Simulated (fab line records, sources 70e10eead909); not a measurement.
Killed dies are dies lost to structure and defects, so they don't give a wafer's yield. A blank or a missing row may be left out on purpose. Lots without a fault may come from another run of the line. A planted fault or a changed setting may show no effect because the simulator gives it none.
fab line records | flow nand_harc
record lots=24 wafers=72 last_day=24
route steps=1159 shown P_BONDPAD@352 A_CHANNEL_HOLE_D1@466 A_STAIRCASE@550
lots that met no fault: from a run of the same line without faults
start_h: hours from the record's first day to the start of the lot's first wafer shown | wait_h: hours since the lot's step before | " the same as in the row above | L1.1+2: a row that stands for several wafers | - no value, or no start given | * or withheld: withheld | < > ~ a bound
route shown NAME@n: a module of which the file shows steps, and the number in the route of the first | usual: mean/standard deviation of fault-free wafers | same: alike in all rows | chamber/n: place in a boat | sites: the reading at each site | _std_site: their standard deviation | _edge_site: outer sites' mean less inner sites' | radius_mm: how far each site lies from the wafer's centre | mask NAME#n: copy n | behind: the tool/chamber that last shaped the wafer | hold: why the lot was held/for how many hours/how that ended | device: the transistor (n, p or np) that didn't switch | end of line: the same wafers' tests at the end of the route | a step without rows: its recipe alone | killed: dies lost to structure and defects at the first sort, not the wafer's yield | map: a wafer's dies, x killed, . not, _ none there
set.NAME: the setting as run; set.NAME@STEP: as run at that earlier step | model.NAME: the simulator's own value behind a step, which no gauge read
steps of the route over a sample of lots; a table a step, a row a wafer
services: from which hour (start_h, from the record's first day; less than 0 if before it) a tool's chamber was out of use, for how many hours, and why
## steps
# step NHARC_P_BONDPAD_CMP_32
# recipe target_thk_nm=200 material=SiCN
# usual motor_current_A=12.0/1 slurry_filter_dp_kPa=13.50/0.14
# columns lot.wafer tool chamber start_h wait_h motor_current_A slurry_filter_dp_kPa
L074.1 cmp-04 2 123.35 - 11.3 13.63
L074.4 " 0 " " 11.2 13.51
L074.6 " 3 " " 13.2 13.34
L075.3 cmp-02 1 124.30 - 9.7 13.38
L075.4 " 3 " " 12.0 13.74
L075.6 " 1 " " 10.2 13.41
L076.3 cmp-02 0 146.19 - 11.8 13.40
L076.5 " 0 " " 11.8 13.61
L076.6 " 1 " " 10.3 13.50
L077.3 cmp-04 0 146.35 - 10.3 13.44
L077.1 " 1 " " 11.7 13.46
L077.4 " 2 " " 10.8 13.41
L079.1 cmp-02 1 160.72 - 10.0 13.86
L079.6 " 0 " " 11.7 13.57
L079.5 " 1 " " 9.9 13.60
L078.4 cmp-02 0 161.56 - 10.8 13.55
L078.5 " 3 " " 12.1 13.39
L078.6 " 0 " " 12.1 13.54
L080.2 cmp-03 2 167.44 - 12.5 13.50
L080.4 " 3 " " 13.2 13.46
L080.3 " 1 " " 11.7 13.52
L081.1 cmp-03 2 175.33 - 13.4 13.61
L081.5 " 1 " " 12.6 13.49
L081.6 " 2 " " 13.2 13.54
L082.4 cmp-04 2 176.45 - 11.3 13.70
L082.1 " 0 " " 10.7 13.79
L082.5 " 2 " " 10.7 13.26
L083.3 cmp-03 0 183.08 - 13.9 13.47
L083.1 " 3 " " 13.0 13.41
L083.5 " 0 " " 13.3 13.51
L084.3 cmp-03 2 183.44 - 13.0 13.69
L084.2 " 0 " " 12.6 13.59
L084.4 " 1 " " 11.9 13.67
L087.2 cmp-03 1 210.01 - 12.3 13.47
L087.1 " 2 " " 14.0 13.32
L087.4 " 3 " " 12.8 13.42
L086.2 cmp-04 3 210.44 - 13.6 13.34
L086.6 " 3 " " 12.9 13.61
L086.5 " 0 " " 11.0 13.51
L085.2 cmp-03 2 210.83 - 13.1 13.39
L085.3 " 3 " " 13.4 13.62
L085.5 " 1 " " 12.1 13.58
L088.1 cmp-03 2 213.96 - 13.0 13.55
L088.2 " 3 " " 13.0 13.45
L088.4 " 0 " " 13.2 13.36
L089.2 cmp-02 2 220.85 - 12.9 13.49
L089.4 " 0 " " 12.4 13.54
L089.5 " 3 " " 11.9 13.31
L091.3 cmp-03 3 228.85 - 13.5 13.46
L091.6 " 3 " " 12.7 13.41
L091.5 " 0 " " 13.4 13.52
L090.3 cmp-04 3 232.60 - 12.6 13.70
L090.1 " 2 " " 11.5 13.60
L090.5 " 3 " " 13.2 13.51
L092.3 cmp-04 2 234.40 - 10.9 13.45
L092.1 " 3 " " 12.8 13.33
L092.4 " 0 " " 11.3 13.31
L093.1 cmp-04 0 242.19 - 10.9 13.57
L093.4 " 1 " " 11.3 13.74
L093.6 " 3 " " 12.3 13.47
L094.1 cmp-04 3 251.54 - 12.5 13.69
L094.2 " 1 " " 11.0 13.43
L094.5 " 0 " " 10.4 13.55
L096.1 cmp-04 3 252.31 - 12.6 13.52
L096.4 " 0 " " 11.5 13.68
L096.6 " 0 " " 11.1 13.63
L095.3 cmp-03 0 253.11 - 12.9 13.34
L095.5 " 1 " " 12.2 13.19
L095.6 " 2 " " 13.5 13.52
L097.3 cmp-04 1 264.42 - 11.4 13.12
L097.4 " 0 " " 10.9 13.44
L097.5 " 2 " " 10.7 13.46
# step NHARC_A_CHANNEL_HOLE_D1_ETCH_38
# recipe target_depth_a=390 over_etch_frac=0.3 time_s=65 ion_energy_ev=80 cf4_flow_sccm=150 ar_flow_sccm=0 rf_w=300 bias_w=100 chemistry=CF4
# usual drypump_motor_current_A=5.7/0.45 oes_product_au=1.001/0.0094 rf_vpp_V=151.2/1.2 showerhead_plenum_p_Torr=1.77/0.07 throttle_valve_pct=13.285/0.0089
# columns lot.wafer tool chamber start_h wait_h drypump_motor_current_A oes_product_au rf_hours_counter_h rf_vpp_V showerhead_plenum_p_Torr throttle_valve_pct
L075.4 rie_diel-06 1 169.70 0.1 6.0 0.998 6 150.0 1.65 13.289
L075.3 " 3 " " 5.0 0.985 8 149.6 1.66 13.277
L075.6 " 2 " " 5.6 0.991 - 151.1 1.69 13.289
L074.1 rie_diel-07 3 171.31 0.1 6.1 1.001 7 151.6 1.72 13.290
L074.4 " 0 " " 6.7 1.012 7 151.1 1.78 13.298
L074.6 " 3 " " 6.1 0.998 - 150.7 1.72 13.272
L076.3 rie_diel-07 2 191.49 0.1 6.3 0.984 10 151.5 1.84 13.294
L076.6 " 1 " " 5.8 0.984 - 153.2 1.86 13.282
L076.5 " 2 " " 6.3 0.990 - 152.5 1.85 13.280
L077.4 rie_diel-05 1 191.79 0.1 5.6 1.002 1 151.1 1.75 13.282
L077.3 " 2 " " 5.5 1.027 1 151.9 1.78 13.278
L077.1 " 3 " " 5.4 1.008 1 151.5 1.77 13.288
L078.4 rie_diel-07 0 206.48 0.1 6.6 0.998 10 151.6 1.78 13.273
L078.5 " 3 " " 6.0 0.989 - 149.7 1.72 13.285
L078.6 " 0 " " 6.7 1.004 - 151.2 1.78 13.274
L079.1 rie_diel-06 0 206.65 0.1 5.9 0.995 10 152.2 1.84 13.271
L079.6 " 2 " " 5.6 0.999 - 149.9 1.69 13.290
L079.5 " 3 " " 5.0 1.007 - 150.2 1.66 13.272
L080.2 rie_diel-05 0 211.94 0.1 5.2 1.010 2 151.5 1.85 13.281
L080.4 " 1 " " 5.6 1.001 2 151.1 1.75 13.272
L080.3 " 2 " " 5.5 1.016 2 150.5 1.78 13.293
L082.4 rie_diel-07 3 221.59 0.1 6.1 0.987 11 150.3 1.72 13.293
L082.1 " 2 " " 6.3 0.987 12 151.4 1.84 13.296
L082.5 " 0 " " 6.7 1.003 - 152.9 1.77 13.296
L081.1 rie_diel-05 2 222.82 0.1 5.5 1.010 3 150.5 1.78 13.274
L081.6 " 0 " " 5.2 1.007 - 151.5 1.85 13.288
L081.5 " 1 " " 5.6 1.009 - 149.6 1.75 13.281
L083.3 rie_diel-06 1 228.16 0.1 6.0 1.017 11 149.7 1.65 13.270
L083.1 " 2 " " 5.7 0.999 13 148.5 1.69 13.278
L083.5 " 0 " " 5.8 0.995 - 151.9 1.84 13.289
L084.2 rie_diel-06 1 229.27 0.1 6.0 1.005 12 149.8 1.65 13.296
L084.4 " 3 " " 5.0 1.011 13 148.7 1.66 13.294
L084.3 " 0 " " 5.9 0.996 12 152.2 1.84 13.293
L085.2 rie_diel-05 2 253.92 0.1 5.5 0.998 4 151.8 1.78 13.276
L085.3 " 3 " " 5.4 1.013 4 150.4 1.77 13.285
L085.5 " 0 " " 5.2 1.001 - 153.0 1.85 13.293
L087.1 rie_diel-06 3 254.85 0.1 5.0 1.009 1 149.9 1.66 13.293
L087.2 " 0 " " 5.9 1.001 1 151.7 1.84 13.273
L087.4 " 2 " " 5.6 1.002 0 150.7 1.69 13.285
L086.2 rie_diel-07 3 255.18 0.1 6.1 0.977 1 149.3 1.72 13.278
L086.6 " 1 " " 5.9 0.992 - 152.2 1.86 13.285
L086.5 " 2 " " 6.3 1.006 - 149.9 1.84 13.287
L088.1 rie_diel-05 0 260.18 0.1 5.2 1.015 5 152.0 1.85 13.279
L088.4 " 1 " " 5.6 1.008 5 151.8 1.75 13.292
L088.2 " 2 " " 5.5 1.014 5 152.5 1.78 13.292
L089.4 rie_diel-05 3 266.33 0.1 5.4 1.004 6 151.9 1.77 13.290
L089.2 " 0 " " 5.2 1.008 6 151.6 1.85 13.278
L089.5 " 2 " " 5.5 1.015 - 151.2 1.78 13.288
L091.3 rie_diel-05 1 274.73 0.1 5.6 0.999 6 150.7 1.75 13.269
L091.6 " 2 " " 5.5 1.012 - 152.6 1.78 13.300
L091.5 " 3 " " 5.4 1.015 - 150.9 1.77 13.275
L090.3 rie_diel-06 0 275.01 0.1 5.9 1.006 2 151.7 1.84 13.277
L090.1 " 2 " " 5.6 0.994 1 150.5 1.69 13.287
L090.5 " 3 " " 5.0 1.009 - 149.6 1.66 13.277
L092.4 rie_diel-06 3 282.97 0.1 5.0 1.000 3 150.0 1.66 13.298
L092.1 " 0 " " 5.9 1.009 3 152.1 1.84 13.294
L092.3 " 1 " " 6.0 1.006 2 149.6 1.65 13.293
L093.1 rie_diel-07 1 283.24 0.1 5.9 0.998 2 152.5 1.86 13.298
L093.4 " 2 " " 6.3 1.007 2 152.0 1.84 13.293
L093.6 " 3 " " 6.1 0.993 - 150.8 1.72 13.277
L095.3 rie_diel-05 1 297.01 0.1 5.6 1.011 7 149.7 1.75 13.283
L095.5 " 3 " " 5.4 1.006 - 149.8 1.77 13.302
L095.6 " 0 " " 5.2 0.998 - 152.4 1.85 13.303
L094.2 rie_diel-06 2 298.35 0.1 5.6 0.993 4 149.5 1.69 13.301
L094.1 " 3 " " 5.0 0.999 4 150.3 1.66 13.286
L094.5 " 0 " " 5.9 1.008 - 152.1 1.84 13.290
L096.4 rie_diel-05 1 300.22 0.1 5.6 1.015 8 152.3 1.75 13.289
L096.1 " 3 " " 5.4 1.012 8 152.0 1.77 13.288
L096.6 " 1 " " 5.6 1.005 - 150.5 1.75 13.291
L097.3 rie_diel-07 1 313.43 0.1 5.9 0.998 4 152.8 1.86 13.301
L097.4 " 2 " " 6.3 0.976 4 151.4 1.84 13.284
L097.5 " 0 " " 6.8 1.003 - 151.4 1.77 13.293
# step NHARC_A_STAIRCASE_TRIM_14
# recipe time_s=211.2 o2_flow_sccm=500 ar_flow_sccm=0 bias_w=0 chemistry=O2
# usual drypump_motor_current_A=5.58/0.3 oes_product_au=0.997/0.0099 rf_vpp_V=57.8/0.82 showerhead_plenum_p_Torr=3.49/0.12 throttle_valve_pct=17.037/0.0098
# columns lot.wafer tool chamber start_h wait_h drypump_motor_current_A oes_product_au rf_hours_counter_h rf_vpp_V showerhead_plenum_p_Torr throttle_valve_pct
L075.4 rie_diel-01 3 - - 5.05 0.990 26 56.9 3.66 17.028
L075.3 " 2 " " 5.70 1.006 32 58.4 3.62 17.042
L075.6 " 3 " " 5.06 0.985 - 58.2 3.66 17.033
L074.4 rie_diel-09 3 - - 6.02 0.995 54 59.3 3.63 17.033
L074.1 " 1 " " 5.61 1.002 58 58.5 3.54 17.034
L074.6 " 3 " " 6.04 0.986 - 57.8 3.63 17.028
L077.1 rie_diel-09 1 - - 5.60 1.000 60 57.5 3.54 17.040
L077.3 " 3 " " 6.05 1.001 57 58.6 3.63 17.021
L077.4 " 0 " " 4.94 1.024 - 57.8 3.46 17.038
L076.3 rie_diel-08 0 - - 5.81 0.981 41 57.9 3.36 17.051
L076.5 " 2 " " 5.60 1.023 - 58.3 3.64 17.045
L076.6 " 3 " " 5.79 0.991 - 59.3 3.33 17.035
L078.4 rie_diel-08 3 - - 5.77 0.978 51 58.3 3.32 17.036
L078.5 " 0 " " 5.76 0.976 - 57.7 3.35 17.042
L078.6 " 1 " " 5.47 1.001 - 57.2 3.49 17.027
L079.1 rie_diel-09 3 - - 6.04 0.993 0 58.3 3.63 17.043
L079.6 " 3 " " 6.05 0.991 - 58.5 3.63 17.050
L079.5 " 0 " " 4.93 1.007 - 58.3 3.46 17.030
L080.4 rie_diel-09 2 - - 5.62 0.989 4 57.2 3.38 17.034
L080.3 " 3 " " 6.03 0.992 4 58.8 3.63 17.035
L080.2 " 1 " " 5.59 0.980 3 57.1 3.54 17.044
L081.1 rie_diel-08 3 - - 5.79 0.983 58 56.7 3.32 17.038
L081.6 " 3 " " 5.77 0.975 - 57.7 3.32 17.033
L081.5 " 0 " " 5.77 0.977 - 55.9 3.35 17.027
L082.1 rie_diel-09 3 - - 6.06 0.987 7 56.9 3.63 17.041
L082.4 " 3 " " 6.05 0.996 - 56.9 3.63 17.034
L082.5 " 1 " " 5.56 0.992 - 57.2 3.53 17.053
L084.2 rie_diel-09 2 - - 5.65 0.996 7 57.6 3.38 17.047
L084.4 " 3 " " 6.08 0.986 12 58.3 3.63 17.038
L084.3 " 0 " " 4.93 1.013 12 57.9 3.45 17.049
L083.1 rie_diel-01 0 - - 5.49 0.997 57 58.0 3.53 17.059
L083.3 " 3 " " 5.02 0.995 52 59.0 3.65 17.052
L083.5 " 1 " " 5.63 1.001 - 57.3 3.78 17.028
L087.2 rie_diel-08 2 - - 5.57 1.003 2 59.0 3.63 17.053
L087.1 " 3 " " 5.77 0.985 2 57.4 3.31 17.030
L087.4 " 0 " " 5.77 0.987 2 57.8 3.34 17.038
L086.2 rie_diel-09 0 - - 5.00 1.007 21 57.2 3.45 17.047
L086.5 " 1 " " 5.61 1.000 - 57.3 3.53 17.035
L086.6 " 2 " " 5.64 1.001 - 57.3 3.38 17.018
L085.3 rie_diel-08 0 - - 5.81 0.977 2 57.8 3.34 17.043
L085.2 " 1 " " 5.43 1.000 2 58.6 3.48 17.036
L085.5 " 1 " " 5.46 1.002 - 56.8 3.48 17.043
L088.1 rie_diel-09 0 - - 4.95 1.002 25 56.6 3.45 17.038
L088.2 " 1 " " 5.58 0.995 23 58.6 3.52 17.021
L088.4 " 3 " " 6.05 0.989 25 57.4 3.62 17.055
L089.2 rie_diel-09 1 - - 5.60 1.004 24 57.3 3.52 17.036
L089.4 " 2 " " 5.63 0.995 17 57.8 3.37 17.039
L089.5 " 1 " " 5.59 0.991 - 55.8 3.52 17.023
L091.3 rie_diel-09 1 - - 5.58 1.003 28 58.1 3.52 17.049
L091.6 " 1 " " 5.58 0.992 - 58.5 3.52 17.043
L091.5 " 2 " " 5.62 0.998 - 55.4 3.37 17.025
L090.1 rie_diel-08 2 - - 5.58 0.997 9 58.1 3.63 17.047
L090.3 " 0 " " 5.78 0.995 10 57.2 3.34 17.027
L090.5 " 3 " " 5.76 0.993 - 56.5 3.31 17.016
L092.1 rie_diel-08 0 - - 5.81 0.979 15 57.2 3.34 17.043
L092.3 " 1 " " 5.43 0.999 14 58.4 3.48 17.030
L092.4 " 2 " " 5.57 0.996 13 58.4 3.63 17.023
L093.1 rie_diel-08 3 - - 5.81 0.996 16 59.1 3.31 17.038
L093.4 " 0 " " 5.79 0.984 17 57.4 3.34 17.040
L093.6 " 2 " " 5.57 1.012 - 58.3 3.63 17.046
L096.1 rie_diel-01 3 - - 5.02 1.001 5 57.3 3.64 17.028
L096.4 " 1 " " 5.67 0.999 14 58.8 3.76 17.043
L096.6 " 2 " " 5.71 0.999 - 58.9 3.60 17.050
L094.2 rie_diel-08 0 - - 5.79 0.989 20 55.8 3.33 17.019
L094.1 " 1 " " 5.44 0.991 20 57.9 3.47 17.031
L094.5 " 3 " " 5.79 0.991 - 56.7 3.30 17.037
L095.3 rie_diel-08 3 - - 5.78 0.993 20 57.3 3.30 17.036
L095.5 " 2 " " 5.56 1.011 - 58.4 3.62 17.040
L095.6 " 3 " " 5.79 0.999 - 57.0 3.30 17.057
L097.3 rie_diel-08 0 - - 5.79 0.996 31 57.6 3.33 17.046
L097.4 " 3 " " 5.78 0.996 31 57.2 3.30 17.040
L097.5 " 0 " " 5.76 0.996 - 56.2 3.33 17.020
# step NHARC_A_STAIRCASE_ETCH_17
# recipe target_depth_a=1000 time_s=40.5 ion_energy_ev=400 c4f8_flow_sccm=20 o2_flow_sccm=10 ar_flow_sccm=withheld rf_w=600 bias_w=1000 chemistry=C4F8/O2
# usual oes_product_au=0.936/0.011 rf_vpp_V=894/4.7
# columns lot.wafer tool chamber start_h wait_h oes_product_au rf_hours_counter_h rf_vpp_V
L075.3 rie_diel-01 1 - - 0.932 29 905
L075.4 " 3 " " 0.923 26 901
L075.6 " 0 " " 0.952 - 896
L074.1 rie_diel-09 3 - - 0.950 54 900
L074.4 " 1 " " 0.938 58 897
L074.6 " 2 " " 0.954 - 890
L077.1 rie_diel-09 0 - - 0.955 58 893
L077.3 " 1 " " 0.940 60 895
L077.4 " 0 " " 0.947 - 894
L076.3 rie_diel-08 2 - - 0.952 45 899
L076.5 " 3 " " 0.929 - 887
L076.6 " 0 " " 0.920 - 888
L078.4 rie_diel-08 1 - - 0.946 53 894
L078.5 " 3 " " 0.935 - 889
L078.6 " 0 " " 0.926 - 889
L079.1 rie_diel-09 3 - - 0.950 1 899
L079.5 " 1 " " 0.933 - 897
L079.6 " 2 " " 0.963 - 890
L080.3 rie_diel-09 1 - - 0.928 3 897
L080.4 " 2 " " 0.944 4 890
L080.2 " 3 " " 0.942 4 900
L081.1 rie_diel-08 1 - - 0.936 59 895
L081.5 " 1 " " 0.935 - 896
L081.6 " 0 " " 0.924 - 889
L082.1 rie_diel-09 3 - - 0.911 8 899
L082.4 " 0 " " 0.929 - 894
L082.5 " 3 " " 0.912 - 900
L084.3 rie_diel-09 1 - - 0.934 10 897
L084.2 " 2 " " 0.928 8 891
L084.4 " 0 " " 0.943 12 893
L083.1 rie_diel-01 3 - - 0.936 52 899
L083.3 " 1 " " 0.938 55 904
L083.5 " 2 " " 0.926 - 899
L087.4 rie_diel-08 2 - - 0.940 2 899
L087.1 " 3 " " 0.929 3 886
L087.2 " 1 " " 0.950 2 893
L086.2 rie_diel-09 1 - - 0.946 21 896
L086.6 " 1 " " 0.941 - 895
L086.5 " 2 " " 0.943 - 889
L085.2 rie_diel-08 2 - - 0.935 3 900
L085.3 " 0 " " 0.931 3 889
L085.5 " 2 " " 0.933 - 899
L088.4 rie_diel-09 0 - - 0.940 25 892
L088.2 " 1 " " 0.927 24 896
L088.1 " 2 " " 0.928 17 890
L089.2 rie_diel-09 1 - - 0.930 24 896
L089.4 " 3 " " 0.917 26 898
L089.5 " 2 " " 0.944 - 890
L090.3 rie_diel-08 0 - - 0.928 11 890
L090.1 " 1 " " 0.927 10 893
L090.5 " 0 " " 0.933 - 887
L091.3 rie_diel-09 1 - - 0.953 29 897
L091.5 " 2 " " 0.942 - 890
L091.6 " 3 " " 0.931 - 899
L092.3 rie_diel-08 1 - - 0.962 14 897
L092.1 " 2 " " 0.939 13 899
L092.4 " 3 " " 0.937 14 888
L093.1 rie_diel-08 0 - - 0.930 18 889
L093.4 " 1 " " 0.950 18 894
L093.6 " 0 " " 0.933 - 890
L096.4 rie_diel-01 2 - - 0.941 14 897
L096.1 " 1 " " 0.946 14 905
L096.6 " 3 " " 0.943 - 900
L094.1 rie_diel-08 0 - - 0.926 20 889
L094.2 " 2 " " 0.929 19 901
L094.5 " 0 " " 0.925 - 889
L095.3 rie_diel-08 3 - - 0.928 20 889
L095.6 " 2 " " 0.943 - 899
L095.5 " 3 " " 0.918 - 888
L097.3 rie_diel-08 1 - - 0.947 30 894
L097.4 " 2 " " 0.939 27 898
L097.5 " 2 " " 0.935 - 899
# step NHARC_A_STAIRCASE_ETCH_197
# recipe target_depth_a=1000 time_s=40.5 ion_energy_ev=400 c4f8_flow_sccm=20 o2_flow_sccm=10 ar_flow_sccm=withheld rf_w=600 bias_w=1000 chemistry=C4F8/O2
# usual oes_product_au=0.942/0.018 rf_vpp_V=895/5.3
# columns lot.wafer tool chamber start_h wait_h oes_product_au rf_hours_counter_h rf_vpp_V
L075.3 rie_diel-01 3 - - 0.931 31 900
L075.4 " 0 " " 0.941 36 896
L075.6 " 3 " " 0.929 - 902
L074.1 rie_diel-08 1 - - 0.977 44 894
L074.4 " 2 " " 0.981 42 900
L074.6 " 1 " " 0.974 - 896
L077.1 rie_diel-08 3 - - 0.912 48 889
L077.3 " 0 " " 0.910 42 891
L077.4 " 1 " " 0.920 48 893
L076.3 rie_diel-08 3 - - 0.933 48 889
L076.6 " 3 " " 0.936 - 888
L076.5 " 0 " " 0.946 - 891
L079.1 rie_diel-01 3 - - 0.929 42 900
L079.5 " 2 " " 0.932 - 899
L079.6 " 3 " " 0.940 - 901
L078.4 rie_diel-08 0 - - 0.908 48 889
L078.5 " 0 " " 0.914 - 889
L078.6 " 1 " " 0.943 - 893
L080.4 rie_diel-01 0 - - 0.976 51 896
L080.2 " 1 " " 0.987 47 905
L080.3 " 2 " " 0.958 51 898
L081.1 rie_diel-08 0 - - 0.915 55 889
L081.6 " 1 " " 0.928 - 894
L081.5 " 3 " " 0.922 - 889
L082.1 rie_diel-01 0 - - 0.926 57 895
L082.4 " 2 " " 0.919 58 899
L082.5 " 0 " " 0.943 - 895
L084.2 rie_diel-08 0 - - 0.925 59 889
L084.3 " 3 " " 0.926 66 888
L084.4 " 0 " " 0.922 - 890
L083.1 rie_diel-08 1 - - 0.935 67 895
L083.3 " 3 " " 0.926 66 888
L083.5 " 3 " " 0.937 - 887
L087.2 rie_diel-08 3 - - 0.960 5 888
L087.4 " 0 " " 0.946 5 890
L087.1 " 2 " " 0.944 5 899
L085.3 rie_diel-08 1 - - 0.941 4 896
L085.2 " 0 " " 0.920 5 889
L085.5 " 2 " " 0.945 - 900
L086.2 rie_diel-09 0 - - 0.934 24 892
L086.6 " 3 " " 0.920 - 899
L086.5 " 0 " " 0.944 - 893
L088.4 rie_diel-09 2 - - 0.943 19 890
L088.2 " 3 " " 0.928 28 899
L088.1 " 1 " " 0.959 26 896
L089.4 rie_diel-08 0 - - 0.960 7 889
L089.2 " 1 " " 0.981 7 894
L089.5 " 0 " " 0.949 - 888
L091.3 rie_diel-08 0 - - 0.948 13 889
L091.5 " 2 " " 0.942 - 900
L091.6 " 3 " " 0.939 - 888
L090.3 rie_diel-09 0 - - 0.984 32 893
L090.1 " 2 " " 0.954 25 890
L090.5 " 1 " " 0.963 - 896
L092.3 rie_diel-01 2 - - 0.931 11 899
L092.1 " 0 " " 0.941 11 896
L092.4 " 2 " " 0.942 - 898
L093.4 rie_diel-01 2 - - 0.937 13 898
L093.1 " 3 " " 0.958 4 899
L093.6 " 1 " " 0.937 - 903
L096.4 rie_diel-01 3 - - 0.950 8 900
L096.1 " 0 " " 0.980 17 896
L096.6 " 2 " " 0.963 - 898
L094.2 rie_diel-01 2 - - 0.945 16 897
L094.1 " 3 " " 0.942 8 899
L094.5 " 0 " " 0.950 - 895
L095.3 rie_diel-08 1 - - 0.936 24 893
L095.6 " 0 " " 0.928 - 889
L095.5 " 1 " " 0.934 - 894
L097.4 rie_diel-01 3 - - 0.963 16 900
L097.3 " 1 " " 0.953 23 904
L097.5 " 0 " " 0.943 - 896
# step NHARC_A_STAIRCASE_ETCH_199
# recipe target_depth_a=1000 time_s=40.5 ion_energy_ev=400 c4f8_flow_sccm=20 o2_flow_sccm=10 ar_flow_sccm=withheld rf_w=600 bias_w=1000 chemistry=C4F8/O2
# usual oes_product_au=0.940/0.015 rf_vpp_V=895/5.3
# columns lot.wafer tool chamber start_h wait_h oes_product_au rf_hours_counter_h rf_vpp_V
L075.4 rie_diel-01 1 - - 0.936 33 904
L075.3 " 0 " " 0.953 36 895
L075.6 " 1 " " 0.942 - 905
L074.4 rie_diel-08 3 - - 0.940 44 889
L074.1 " 1 " " 0.953 44 895
L074.6 " 2 " " 0.974 - 901
L077.1 rie_diel-08 1 - - 0.936 48 895
L077.4 " 2 " " 0.945 47 901
L077.3 " 3 " " 0.916 48 888
L076.3 rie_diel-08 1 - - 0.956 48 895
L076.5 " 0 " " 0.935 - 889
L076.6 " 1 " " 0.937 - 895
L078.4 rie_diel-08 2 - - 0.958 53 899
L078.5 " 3 " " 0.928 - 888
L078.6 " 0 " " 0.914 - 888
L079.1 rie_diel-01 0 - - 0.946 49 896
L079.5 " 2 " " 0.954 - 900
L079.6 " 3 " " 0.951 - 901
L080.2 rie_diel-01 1 - - 0.964 47 905
L080.4 " 3 " " 0.959 45 899
L080.3 " 0 " " 0.971 51 898
L081.1 rie_diel-08 0 - - 0.917 55 889
L081.6 " 1 " " 0.924 - 894
L081.5 " 0 " " 0.908 - 889
L082.4 rie_diel-01 3 - - 0.932 51 902
L082.1 " 0 " " 0.938 57 895
L082.5 " 2 " " 0.928 - 899
L084.3 rie_diel-08 0 - - 0.924 60 891
L084.2 " 1 " " 0.943 67 895
L084.4 " 0 " " 0.933 - 888
L083.1 rie_diel-08 1 - - 0.933 67 895
L083.3 " 0 " " 0.922 60 890
L083.5 " 0 " " 0.921 - 889
L087.4 rie_diel-08 1 - - 0.933 5 893
L087.2 " 2 " " 0.951 5 900
L087.1 " 0 " " 0.926 5 889
L085.2 rie_diel-08 3 - - 0.919 5 888
L085.3 " 0 " " 0.922 5 891
L085.5 " 0 " " 0.922 - 889
L086.2 rie_diel-09 3 - - 0.911 25 901
L086.6 " 3 " " 0.916 - 897
L086.5 " 0 " " 0.926 - 891
L088.4 rie_diel-09 1 - - 0.954 26 895
L088.1 " 2 " " 0.944 19 891
L088.2 " 0 " " 0.943 27 893
L089.4 rie_diel-08 2 - - 0.958 7 900
L089.2 " 0 " " 0.950 8 890
L089.5 " 1 " " 0.970 - 894
L091.3 rie_diel-08 3 - - 0.942 12 888
L091.5 " 3 " " 0.944 - 888
L091.6 " 0 " " 0.950 - 888
L090.3 rie_diel-09 1 - - 0.956 32 896
L090.1 " 3 " " 0.946 33 899
L090.5 " 1 " " 0.950 - 896
L092.3 rie_diel-01 2 - - 0.937 11 899
L092.1 " 0 " " 0.941 12 895
L092.4 " 1 " " 0.942 11 904
L093.4 rie_diel-01 1 - - 0.934 13 905
L093.1 " 3 " " 0.943 4 901
L093.6 " 2 " " 0.936 - 899
L096.1 rie_diel-01 1 - - 0.957 16 904
L096.4 " 3 " " 0.953 8 900
L096.6 " 0 " " 0.961 - 893
L094.1 rie_diel-01 1 - - 0.934 16 905
L094.2 " 0 " " 0.943 17 896
L094.5 " 1 " " 0.940 - 905
L095.3 rie_diel-08 3 - - 0.919 23 888
L095.6 " 0 " " 0.921 - 890
L095.5 " 1 " " 0.931 - 894
L097.3 rie_diel-01 1 - - 0.948 24 904
L097.4 " 2 " " 0.953 24 899
L097.5 " 1 " " 0.949 - 903
## services
# columns tool chamber start_h hours kind
cmp-04 - 105.21 4.0 pm
rie_diel-08 - 118.62 0.4 repair
rie_diel-09 - 119.29 0.2 repair
rie_diel-08 - 124.88 9.0 pm
rie_diel-08 0 134.43 10.0 repair
rie_diel-01 - 137.80 9.0 pm
rie_diel-01 3 154.38 7.7 repair
rie_diel-01 1 181.49 8.8 repair
cmp-04 - 203.21 4.0 pm
rie_diel-01 3 208.12 5.9 repair
cmp-04 - 210.80 1.1 repair
rie_diel-09 - 245.02 0.4 repair
rie_diel-09 - 254.44 9.0 pm
rie_diel-09 2 278.74 10.0 repair
rie_diel-09 2 295.60 8.1 repair
cmp-04 - 301.21 4.0 pm
rie_diel-08 - 301.88 9.0 pm
cmp-04 - 306.33 0.4 repair
rie_diel-01 2 306.60 9.9 repair
rie_diel-01 - 314.80 9.0 pm
rie_diel-01 3 331.80 21.5 repair
cmp-04 - 335.23 1.3 repair
cmp-04 - 361.03 1.7 repair
cmp-04 - 372.68 1.2 repair
## key
fault none
